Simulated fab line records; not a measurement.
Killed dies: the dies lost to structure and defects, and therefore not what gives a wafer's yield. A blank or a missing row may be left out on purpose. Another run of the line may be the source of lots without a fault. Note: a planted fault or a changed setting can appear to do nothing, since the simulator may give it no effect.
fab line records    flow n5Finfet
[record] lots = 4  wafers = 12  lastDay = 19
route steps=1938 shown BEOL_M1@780 PASSIVATION@1936
lots untouched by any fault: they come from a run of this same line in which no faults occurred
startH: hours from the record's first day to the start of the lot's first wafer shown    waitH: hours since the lot's step before    " repeats the value in the row above    L1.1+2: a single row standing in for several wafers    - no value, or no start given    * or withheld: withheld    < > ~ a bound
route shown NAME@n: a module of which the file shows steps, and the number in the route of the first    usual: the fault-free wafers' mean and standard deviation    same: alike in all rows    chamber/n: place in a boat    sites: each site's reading    _std_site: standard deviation across them    _edge_site: the outer-site mean with the inner-site mean subtracted    radiusMm: for every site, how far away it sits from the centre of the wafer    mask NAME#n: copy n    behind: the tool/chamber that last shaped the wafer    hold: what put the lot on hold/how long, in hours/how the hold closed    device: the n, p or np transistor that did not switch    end of line: tests run on the same wafers once the route is complete    for a step that has no rows: nothing shown but its recipe    killed: count of dies lost to structure and defects at first sort (not the wafer's yield)    map: a wafer's dies, x killed, . not, _ none there
set.NAME: setting as actually run; set.NAME@STEP: the setting as run at that earlier step    model.NAME: the simulator's own value behind a step, which no gauge read
lots at some steps of the route; a table a step, a row a wafer
[[steps]]
[step N5_BEOL_M1_COAT_22]
[recipe] resist = CAR-EUV  spinRpm = 1500  resistThkNm = 30
[step N5_BEOL_M1_EBR_24]
[recipe] solvent = PGMEA  ebrWidthMm = 1.5
[step N5_BEOL_M1_SOFTBAKE_23]
[recipe] tempC = 110  timeS = 60  resist = CAR-EUV
[step N5_BEOL_M1_EXPOSE_25]
[recipe] maskId = V0  na = 0.33  sourceShape = quasar  sigmaInner = 0.2  sigmaOuter = 0.8  polarization = unpolarized  defocusNm = 5  targetCdNm = 24  doseMj = 63
[step N5_BEOL_M1_PEB_26]
[recipe] pebTempC = 100  pebTimeS = 60  resist = CAR-EUV
[step N5_BEOL_M1_DEVELOP_27]
[recipe] developTimeS = 30  developer = TMAH  resist = CAR-EUV  rinseLiquid = surfactantRinse  dry = airSpin  devTempC = 23
[step N5_BEOL_M1_DESCUM_33]
[recipe] chemistry = O2  timeS = 7  sourcePowerW = 50  biasPowerW = 20  pressureMtorr = 20  rfFrequencyHz = 2.712e+07  tempC = 40  resist = CAR-EUV  o2FlowSccm = 225
[step N5_BEOL_M1_ETCH_77]
[recipe] chemistry = N2/H2  target = underlayer  targetDepthA = 65  maskMaterial = CAR-EUV  timeS = 5.2  ionEnergyEv = 200  pressureMtorr = 30  sourceW = 840  biasW = 150  n2FlowSccm = 200  h2FlowSccm = 200  ends = cleared
[step N5_BEOL_M1_ETCH_69]
[recipe] chemistry = CF4  target = SiARC  targetDepthA = 156  maskMaterial = CAR-EUV  timeS = 26  ionEnergyEv = 80  pressureMtorr = 40  sourceW = 545  biasW = 36  Ar_flow_sccm = 100  cf4FlowSccm = 100  ends = cleared
[step N5_BEOL_M1_ALD_98]
[recipe] material = SiO2  targetThkA = 25  tempC = 100  aldPrecursorFamily = BDEAS  aldCoReactant = O2-plasma  pulseTimeS = 1  coReactantPulseTimeS = 1  purgeTimeS = 2  coReactantPurgeTimeS = 2  aldCycles = 17  pressureTorr = 2
[usual] heaterPowerW = 79/6.1  precursorPulseHeightRel = 1.000/0.02
[same] pulseTimeS = 1
lot.wafer  tool       chamber  startH  waitH  heaterPowerW  precursorPulseHeightRel
L773.2     aldSin-02  3        168.77  0.1    80            1.024
L773.5     "          3        "       "      83            0.962
L773.6     "          1        "       "      76            1.038
L774.1     aldSin-02  3        180.62  0.3    80            1.005
L774.2     "          1        "       "      78            1.008
L774.5     "          0        "       "      74            0.972
L781.1     aldSin-02  3        217.31  0.1    79            0.963
L781.4     "          1        "       "      76            0.993
L781.5     "          0        "       "      73            1.006
L785.2     aldSin-02  1        239.88  0.1    78            0.991
L785.3     "          0        "       "      75            1.017
L785.5     "          3        "       "      79            1.039
[step N5_BEOL_M1_ETCHBACK_99]
[recipe] chemistry = CHF3  target = SiO2  targetDepthA = 50  timeS = 10.4  sourceW = 215  biasW = 47  Ar_flow_sccm = 200  CHF3_flow_sccm = 12  ionEnergyEv = 100  pressureMtorr = 30
[step N5_BEOL_M1_ETCH_70]
[recipe] chemistry = N2/H2  target = SOC  targetDepthA = 800  overetchA = 160  maskMaterial = SiARC  tempC = 40  timeS = 120  ionEnergyEv = 200  pressureMtorr = 30  sourceW = 840  biasW = 150  n2FlowSccm = 200  h2FlowSccm = 200
[step N5_BEOL_M1_STRIP_71]
[recipe] chemistry = N2/H2  tempC = 40  n2FlowSccm = 200  h2FlowSccm = 200  rfFrequencyHz = 6e+07
[step N5_BEOL_M1_STRIP_78]
[recipe] chemistry = N2/H2  tempC = 40  n2FlowSccm = 200  h2FlowSccm = 200  rfFrequencyHz = 6e+07
[step N5_BEOL_M1_VIA_ETCH_34]
[recipe] chemistry = C4F6/O2  targetDepthA = 678  maskMaterial = SOC  pressureMtorr = 15  ionEnergyEv = 250  taperDeg = 4  timeS = 64.4  sourceW = 350  biasW = 170  Ar_flow_sccm = 300  C4F6_flow_sccm = 10  O2_flow_sccm = 10
[step N5_BEOL_M1_STRIP_83]
[recipe] chemistry = C4F6/O2  resist = SiARC  rfFrequencyHz = 6e+07
[step N5_BEOL_M1_STRIP_36]
[recipe] chemistry = N2/H2  powerW = 450  tempC = 40  pressureMtorr = 20  rfFrequencyHz = 6e+07  overashFraction = 0.3  biasPowerW = 7  h2Frac = 0.5  n2FlowSccm = 200  h2FlowSccm = 200
[step N5_BEOL_M1_TRENCH_ETCH_37]
[recipe] chemistry = C4F6/O2  targetDepthA = 552.07  target = SiOC  timeS = 29  ionEnergyEv = 250  pressureMtorr = 30  sourceW = 355  biasW = 185  Ar_flow_sccm = 300  C4F6_flow_sccm = 10  O2_flow_sccm = 10
[step N5_BEOL_M1_ETCH_41]
[recipe] chemistry = CH3F/O2  target = SiCN  targetDepthA = 319  taperDeg = 2  timeS = 57.8  ionEnergyEv = 120  maskMaterial = TiN  pressureMtorr = 30  sourceW = 395  biasW = 75  Ar_flow_sccm = 150  CH3F_flow_sccm = 30  O2_flow_sccm = 20
[step N5_BEOL_M1_STRIP_97]
[recipe] chemistry = N2/H2  timeS = 10  powerW = 450  tempC = 40  pressureMtorr = 20  rfFrequencyHz = 6e+07  biasPowerW = 7  n2FlowSccm = 200  h2FlowSccm = 200
[step N5_BEOL_M1_HM_STRIP_39]
[recipe] chemistry = peroxideTinStrip  material = TiN  targetDepthA = 250  tempC = 50  timeS = 158
[step N5_BEOL_M1_SRD_40]
[recipe] timeS = 30  tempC = 23  rinseLiquid = diw  dry = ipaMarangoni
[step N5_BEOL_M1_PRECLEAN_42]
[recipe] chemistry = residueRemover  timeS = 60  tempC = 40
[step N5_BEOL_M1_SRD_43]
[recipe] timeS = 30  tempC = 23  rinseLiquid = diw  dry = ipaMarangoni
[step N5_BEOL_M1_DEGAS_44]
[recipe] ambient = vacuum  tempC = 250  timeS = 60
[step N5_BEOL_M1_PRE_CLEAN_45]
[recipe] gas = H2/He  timeS = 30  tempC = 250
[step N5_BEOL_M1_ALD_84]
[recipe] material = TaN  targetThkA = *  tempC = 275  aldPrecursorFamily = PDMAT  aldCoReactant = NH3  pressureTorr = 3  carrierFlowSccm = 1500  pulseTimeS = 2  purgeTimeS = 3  coReactantPurgeTimeS = 2  coReactantPulseTimeS = 3  aldCycles = 30  precursorVesselTempC = 75  precursorVesselPressureTorr = 26.25  precursorVesselCarrierSccm = 1000
[step N5_BEOL_M1_SURFACE_TREAT_85]
[recipe] gas = Ar  timeS = *  ionEnergyEv = *  ionCurrentMaCm2 = 0.5  pressureMtorr = *  arFlowSccm = 30
[step N5_BEOL_M1_CVD_47]
[recipe] material = Co  targetThkA = 30  tempC = withheld  precursor = CCTBA/H2  pressureTorr = 30  timeS = 223.8
[step N5_BEOL_M1_SPUTTER_48]
[recipe] material = Cu  targetThkA = 45  tempC = -20  chamberPressurePa = 0.07  powerW = withheld  timeS = 8.29
[step N5_BEOL_M1_ANNEAL_49]
[recipe] tempC = 400  timeS = 240  ambient = vacuum
[step N5_BEOL_M1_SPUTTER_79]
[recipe] material = Cu  targetThkA = 45  tempC = -20  chamberPressurePa = 0.07  powerW = withheld  timeS = 8.29
[step N5_BEOL_M1_ANNEAL_80]
[recipe] tempC = 400  timeS = 240  ambient = vacuum
[step N5_BEOL_M1_SPUTTER_81]
[recipe] material = Cu  targetThkA = 45  tempC = -20  chamberPressurePa = 0.07  powerW = withheld  timeS = 8.29
[step N5_BEOL_M1_ANNEAL_82]
[recipe] tempC = 400  timeS = 240  ambient = vacuum
[step N5_BEOL_M1_SPUTTER_86]
[recipe] material = Cu  targetThkA = 45  tempC = -20  chamberPressurePa = 0.07  powerW = withheld  timeS = 8.29
[step N5_BEOL_M1_ANNEAL_87]
[recipe] tempC = 400  timeS = 240  ambient = vacuum
[step N5_PASSIVATION_PROBE_49]
[usual] defectLimitedYield = 91.5/1.4  killed_at_M0_to_M3 = 34/11  killed_at_M4_up = 15/6  killedAtContacts = 11/5.9  killedAtFrontEnd = 37/11  killedAtOther = 3.6/2.9  killedDies = 101/17  killedOnRim = 13/4  killedOpen = 66/12  killedShort = 33/7.8  sort_bin_5_function = 5.0/0.97  sort_bin_6_memory = 3.2/0.65  sortNPass = 1079/17  sortYieldPct = 91.4/1.4
[same] grossDies = 1180  killedAtBackSide = 0  sort_bin_4_leakage[%] = 0  sort_bin_8_speed[%] = 0
lot.wafer  tool       chamber  startH  waitH  defectLimitedYield[%]  killed_at_M0_to_M3  killed_at_M4_up  killedAtContacts  killedAtFrontEnd  killedAtOther  killedDies  killedOnRim  killedOpen  killedShort  sort_bin_5_function[%]  sort_bin_6_memory[%]  sortNPass  sortYieldPct[%]
L773.2     prober-02  -        376.14  0.1    89.9                   37                  15               23                42                2              119         18           76          42           6.4                     3.1                   1061       89.9
L773.5     prober-02  -        376.29  0.2    92.4                   30                  12               25                22                1              90          13           63          26           4.6                     2.9                   1090       92.4
L773.6     prober-02  -        376.34  0.3    93.1                   19                  11               24                23                4              81          11           57          23           3.8                     2.9                   1099       93.1
L781.1     prober-01  -        423.65  0.0    84.5                   139                 6                5                 32                1              183         25           34          23           9.9                     2.3                   997        84.5
L781.4     prober-01  -        423.80  0.2    81.6                   153                 12               9                 40                3              217         30           51          27           11.6                    3.3                   963        81.6
L781.5     prober-01  -        423.85  0.2    84.9                   115                 16               5                 42                0              178         33           58          24           8.3                     3.4                   1002       84.9
L785.2     prober-01  -        445.36  0.1    78.6                   185                 15               6                 40                6              252         29           53          48           12.5                    5.2                   928        78.6
L785.3     prober-01  -        445.41  0.1    84.2                   126                 11               11                30                8              186         27           53          36           9.2                     3.2                   994        84.2
L785.5     prober-01  -        445.51  0.2    82.2                   160                 13               1                 29                7              210         28           60          29           10.7                    3.7                   970        82.2
// killed by level:class
L773.2 STI_FIN_REVEAL:geometricParticle:open=14 MOL_CONTACT_COAG:geometricParticle:open=13 BEOL_M2:geometricParticle:open=11 MOL_CONTACT_COAG:geometricParticle:short=9 GATE_CUT:geometricParticle:short=7 BEOL_M4:geometricParticle:open=7 BEOL_M1:geometricParticle:short=7 BEOL_M0_SAQP:geometricParticle:short=6
L773.5 MOL_CONTACT_COAG:geometricParticle:open=24 BEOL_M2:geometricParticle:open=10 BEOL_M1:geometricParticle:short=5 BEOL_M1:geometricParticle:open=5 BEOL_M4:geometricParticle:open=5 STARTING-WAFER:geometricParticle:short=4 STI_FIN_REVEAL:geometricParticle:short=3 STI_FIN_REVEAL:geometricParticle:open=3
L773.6 MOL_CONTACT_COAG:geometricParticle:open=22 GATE_CUT:geometricParticle:short=8 BEOL_M4:geometricParticle:open=6 BEOL_M2:geometricParticle:open=4 BEOL_M3:geometricParticle:open=4 BEOL_M0_SAQP:geometricParticle:short=3 BEOL_M1:geometricParticle:open=3 FIN_SAQP:geometricParticle:short=2
L781.1 BEOL_M1:unspecified=125 STI_FIN_REVEAL:geometricParticle:open=8 GATE_CUT:geometricParticle:short=6 MOL_CONTACT_COAG:geometricParticle:open=5 BEOL_M2:geometricParticle:open=5 FIN_SAQP:geometricParticle:short=4 FIN_SAQP:geometricParticle:open=4 BEOL_M0_SAQP:geometricParticle:short=4
L781.4 BEOL_M1:unspecified=137 STI_FIN_REVEAL:geometricParticle:open=14 BEOL_M4:geometricParticle:open=10 FIN_SAQP:geometricParticle:short=7 MOL_CONTACT_COAG:geometricParticle:open=7 BEOL_M3:geometricParticle:open=5 BEOL_M0_SAQP:geometricParticle:short=4 FIN_SAQP:geometricParticle:open=3
L781.5 BEOL_M1:unspecified=95 STI_FIN_REVEAL:geometricParticle:open=15 FIN_SAQP:geometricParticle:short=7 BEOL_M4:geometricParticle:open=7 BEOL_M2:geometricParticle:open=6 DUMMY_GATE:geometricParticle:open=5 BEOL_M0_SAQP:geometricParticle:open=5 BEOL_M0_SAQP:geometricParticle:short=5
L785.2 BEOL_M1:unspecified=149 BEOL_M0_SAQP:geometricParticle:short=14 FIN_SAQP:geometricParticle:short=8 BEOL_M0_SAQP:geometricParticle:open=6 BEOL_M3:geometricParticle:open=5 STARTING-WAFER:geometricParticle:open=5 FIN_SAQP:geometricParticle:open=4 BEOL_M0:geometricParticle:open=4
L785.3 BEOL_M1:unspecified=95 BEOL_M0_SAQP:geometricParticle:short=9 MOL_CONTACT_COAG:geometricParticle:open=8 BEOL_M0_SAQP:geometricParticle:open=8 FIN_SAQP:geometricParticle:open=4 FIN_SAQP:geometricParticle:short=4 STI_FIN_REVEAL:geometricParticle:open=4 BEOL_M1:geometricParticle:open=4
L785.5 BEOL_M1:unspecified=121 BEOL_M2:geometricParticle:open=10 STI_FIN_REVEAL:geometricParticle:open=8 FIN_SAQP:geometricParticle:short=6 BEOL_M3:geometricParticle:short=6 FIN_SAQP:geometricParticle:open=5 BEOL_M0_SAQP:geometricParticle:short=5 BEOL_M4:geometricParticle:open=5
// map L781.4 (x killed, . not)
_________________........x...________________
______________..x...........x.x._____________
___________.....xx......x.....xxxxx__________
__________...x................xxxxxx_________
________..................xxxxxxxxxxxx_______
_______.............x...x..xxxxxxxxxxxx______
______........x.....x.....xxxxxxxxxxxxxx_____
_____....................xxxxxxxxxxxxxxx.____
____.......x..............xxxxxxxxxxxxxxx.___
___..........x......x.......xxxxxxxxxxx.xx.__
___x......x...............xxxxxxxxxxxxx.x..__
__.....x..x..........x...x.xxxxxxxxxxxx....x_
__........x...............xx.xxxxxxxx.x.x..._
_...........................xxx.x.x.x.x.....x
_..........x.xx.....x.......xxx.........x....
_...x..........................x.......x.....
_..........................................xx
_........x....................x..............
_........x.................................x.
_...................x.x......................
_.......x........x..........x................
__..................x..x...................._
__x...................x........x.........x.x_
___.x..............x.x.........x.....x.....__
___............x.......................x...__
____..x..............................x....___
_____.................x........x....xx...____
______.........x.............x....x....._____
_______....................x...........______
________x...x..............x.x.x..xx.._______
__________.........................._________
___________...x...............x....__________
______________.................._____________
_________________.x..........________________
// map L785.2 (x killed, . not)
_________________...........x________________
______________................x._____________
___________........x.........xxxxxx__________
__________..x...............xx.xxxxx_________
________.........x...x....xxxxxxxxxxxx_______
_______............x..x..xxxxxxxxxxxxxx______
______..........x.x....xx.xxxxxxxxxxxxxx_____
_____......x....x.........xxxxxxxxxxxxxx.____
____........x............xxxxxxxxxxxxxxxxx___
___.x..x.....x........xx..xxxxxxxxxxxxxxx..__
___..x...............x....xxxxxxxxxxxxxx...__
__......x.x.......x.......xxxxxxxxxxxxxxx.x._
__.......x..........x....xxx.x.xxxxxxx......_
_......................x......xxxxx...xx.....
_.x...................xx..x.x....x.xx...x....
_..xx.......x...x.....xx.....x....x........x.
_x.x.............x........xx.x...............
_....xx............................x.........
_......x.....x..............x...x....xx......
_.....x........x...x...................x....x
_......x.x...................................
__........x.................x..............x_
__.x.x...x...........x.......xx.x.x........._
___.........x.......x..........x......x...x__
___.....................x.......x........x.__
____.....................x.............x..___
_____..x.............x...........x.......____
______..............................x..._____
_______...........xx.x........x........______
________..x...........x..............._______
__________..x........x.............._________
___________........x....x..........__________
______________.x................_____________
_________________.......x....________________
[[key]]
[firstSign] step = N5_PASSIVATION_PROBE_49  reading = killed_at_M0_to_M3  direction = up  sigmas = 10  usual = 34  struck = 146
[effect] step = N5_PASSIVATION_PROBE_49  reading = defectLimitedYield  direction = down  sigmas = 6.2  usual = 91.5  struck = 82.7
[moreKillsBornAt] N5_BEOL_M1_ALD_98@aldSin-02 = 722
metAt N5_BEOL_M1_ALD_98
struckWafers L781.1,L781.4,L781.5,L785.2,L785.3,L785.5
onsetBetween 180.62 217.31
alsoFits time
[fault] kind = chamberParticleSource  tool = aldSin-02  chamber = -  onsetH = 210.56  steps = N5_BEOL_M1_ALD_98  ratePerVisitCm2 = 1.7195  endH = 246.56
